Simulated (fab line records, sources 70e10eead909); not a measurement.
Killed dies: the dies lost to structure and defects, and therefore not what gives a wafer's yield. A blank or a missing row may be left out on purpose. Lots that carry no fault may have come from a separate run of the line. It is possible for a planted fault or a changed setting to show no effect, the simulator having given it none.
Problem report in the 8D (eight disciplines) form, filled by code | flow nand_harc | the parts of the form that need people (team, actions taken, sign-off) are left out

## 1. WHAT WENT WRONG
At NHARC_P_M2_ETCH_35, run_length_s averages 54.9 s over 6 wafers from 2 lots, while fault-free wafers read 65.6 s, standard deviation 0.43. Measured from the usual mean, that is -25 standard deviations.
The step: etches the open film in N2/H2, target depth 40 nm, overetch 12 nm, time 43.94 s.
Earliest sighting: wafer L584.1 on rie_diel-07 at day 9 18:04. Wafers with a number at this step in the record: 39, from 13 lots. Rule for "out", or "out of limits": more than 4 standard deviations from the usual mean. All remaining wafers that have a number are taken as sound.

## 2. WHAT IT IS AND WHAT IT IS NOT
question                    | is                     | is not
which readings at this step | run_length_s           | drypump_motor_current_A, oes_product_au, rf_vpp_V, showerhead_plenum_p_Torr
which lots                  | L584, L585             | L570, L571, L572, L573, L574, L575, L578, L580, L586, L587, L589
which wafers of those lots  | all that have a number | -
read on which tools         | rie_diel-07            | rie_diel-10
when                        | from day 9 18:04       | up to then (24 sound wafers); but 9 sound wafers of L586, L587, L589 came after

## 3. SUSPECTS, AND WHAT RULES EACH OUT
Counting: a tool at any process step up to the reading remains a suspect when it ran all the lots that are out and ran no sound lot after the first of those.
- rie_diel-07 at NHARC_P_M2_ETCH_35 (etches the open film in N2/H2, target depth 40 nm, overetch 12 nm, time 43.94 s): kept. It ran every lot that is out, first L584 (day 9 18:04), and no sound lot after that; its last sound lot up to then is L578 (day 8 11:54). Its own readings are out on those wafers: run_length_s.
Left after counting: rie_diel-07 at NHARC_P_M2_ETCH_35.

## 4. THE CAUSE (what the simulator had put in)
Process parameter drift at NHARC_P_M2_ETCH_35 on rie_diel-07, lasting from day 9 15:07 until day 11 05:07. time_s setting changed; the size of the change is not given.
Counting left only this tool.

## 5. THE EFFECT CHAIN, in route order
Each row: a reading whose mean over the struck wafers that have a number lies more than 3 standard deviations from the usual. Only readings whose record carries a usual standard deviation are examined. hours: median over the lots of the time between each lot's start at the first step of this table that gives one and its start at this step. sigmas: the change, counted in usual standard deviations.
hours | step               | reading      | usual  | on struck wafers | change | sigmas
0     | NHARC_P_M2_ETCH_35 | run_length_s | 65.6 s | 54.9             | -10.7  | -25
Here are the process steps it includes:
- NHARC_P_M2_ETCH_35: etches the open film in N2/H2, target depth 40 nm, overetch 12 nm, time 43.94 s.

## 6. WHAT WOULD HAVE CAUGHT IT SOONER
First out-of-limits reading in this record: day 9 18:04, which is 3 hours after fault onset at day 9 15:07.
